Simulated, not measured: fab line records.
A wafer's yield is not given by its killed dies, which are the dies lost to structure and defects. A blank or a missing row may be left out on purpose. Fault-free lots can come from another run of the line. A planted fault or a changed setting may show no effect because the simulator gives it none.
Chamber matching || flow nand-harc || 7 sister chambers for NHARC_A_ZERO_WELL_PRECLEAN_22 on wet-bench-09
The step cleans in SC1, time 60 s. 14 wafers are shown with their chamber, then 7 later ones without.

== WAFERS PAIRED WITH THEIR CHAMBERS ==
{"wafer": "L694.1", "chamber": 7, "bath-heat-duty-pct (%)": 5.3, "temp-c (C)": 49.74}
{"wafer": "L694.3", "chamber": 1, "bath-heat-duty-pct (%)": 5.9, "temp-c (C)": 50.00}
{"wafer": "L694.5", "chamber": 2, "bath-heat-duty-pct (%)": 8.0, "temp-c (C)": 49.97}
{"wafer": "L696.2", "chamber": 6, "bath-heat-duty-pct (%)": 8.4, "temp-c (C)": 49.96}
{"wafer": "L696.3", "chamber": 4, "bath-heat-duty-pct (%)": 7.9, "temp-c (C)": 50.13}
{"wafer": "L696.6", "chamber": 3, "bath-heat-duty-pct (%)": 5.7, "temp-c (C)": 50.01}
{"wafer": "L697.1", "chamber": 5, "bath-heat-duty-pct (%)": 7.5, "temp-c (C)": 49.93}
{"wafer": "L697.2", "chamber": 3, "bath-heat-duty-pct (%)": 6.4, "temp-c (C)": 49.94}
{"wafer": "L697.3", "chamber": 1, "bath-heat-duty-pct (%)": 6.1, "temp-c (C)": 49.99}
{"wafer": "L704.3", "chamber": 1, "bath-heat-duty-pct (%)": 6.7, "temp-c (C)": 49.91}
{"wafer": "L704.4", "chamber": 3, "bath-heat-duty-pct (%)": 6.9, "temp-c (C)": 50.16}
{"wafer": "L704.5", "chamber": 2, "bath-heat-duty-pct (%)": 7.6, "temp-c (C)": 49.81}
{"wafer": "L710.4", "chamber": 3, "bath-heat-duty-pct (%)": 5.9, "temp-c (C)": 49.97}
{"wafer": "L710.5", "chamber": 2, "bath-heat-duty-pct (%)": 8.1, "temp-c (C)": 50.08}

SIGNATURES (averages over the wafers above)
{"reading": "bath-heat-duty-pct", "chamber 1": 6.233, "chamber 2": 7.900, "chamber 3": 6.225, "chamber 4": 7.900, "chamber 5": 7.500, "chamber 6": 8.400, "chamber 7": 5.300, "scatter within a chamber": 0.44}
{"reading": "temp-c", "chamber 1": 49.9667, "chamber 2": 49.9533, "chamber 3": 50.0200, "chamber 4": 50.1300, "chamber 5": 49.9300, "chamber 6": 49.9600, "chamber 7": 49.7400, "scatter within a chamber": 0.1}
Rule: distance of a wafer from a chamber = root of the sum over the readings of ((wafer's reading minus chamber's mean) / reading's scatter) squared. The wafer belongs to the nearest chamber; if the next one is less than 2 further off, it can't be placed. The scatter: the root of (the sum of the squares of (reading less its chamber's mean) over the shown wafers, divided by (wafers less chambers)).

== WAFERS MISSING THEIR CHAMBER ==
{"wafer": "L710.6", "bath-heat-duty-pct (%)": 6.8, "temp-c (C)": 50.29}
{"wafer": "L714.1", "bath-heat-duty-pct (%)": 6.8, "temp-c (C)": 49.96}
{"wafer": "L714.2", "bath-heat-duty-pct (%)": 8.7, "temp-c (C)": 49.95}
{"wafer": "L714.3", "bath-heat-duty-pct (%)": 5.0, "temp-c (C)": 49.95}
{"wafer": "L717.1", "bath-heat-duty-pct (%)": 7.9, "temp-c (C)": 50.15}
{"wafer": "L717.4", "bath-heat-duty-pct (%)": 7.5, "temp-c (C)": 49.93}
{"wafer": "L717.5", "bath-heat-duty-pct (%)": 6.0, "temp-c (C)": 49.95}

== THE CHAMBER EACH PASSED THROUGH ==
{"wafer": "L710.6", "from the rows above": "can't be placed: 4 or 3 or 1 or 5 or 2 or 6", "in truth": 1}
{"wafer": "L714.1", "from the rows above": "can't be placed: 1 or 3 or 5 or 2 or 4", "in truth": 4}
{"wafer": "L714.2", "from the rows above": "can't be placed: 6 or 2 or 4", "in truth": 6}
{"wafer": "L714.3", "from the rows above": "can't be placed: 7 or 1 or 3", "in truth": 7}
{"wafer": "L717.1", "from the rows above": "can't be placed: 4 or 2", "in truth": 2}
{"wafer": "L717.4", "from the rows above": "can't be placed: 5 or 2", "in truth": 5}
{"wafer": "L717.5", "from the rows above": "can't be placed: 1 or 3", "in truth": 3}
Correct placement for 0 of the 7. Cannot be placed on the basis of these rows: 7; the candidates contain the true chamber in 7. 0 placed wrongly.
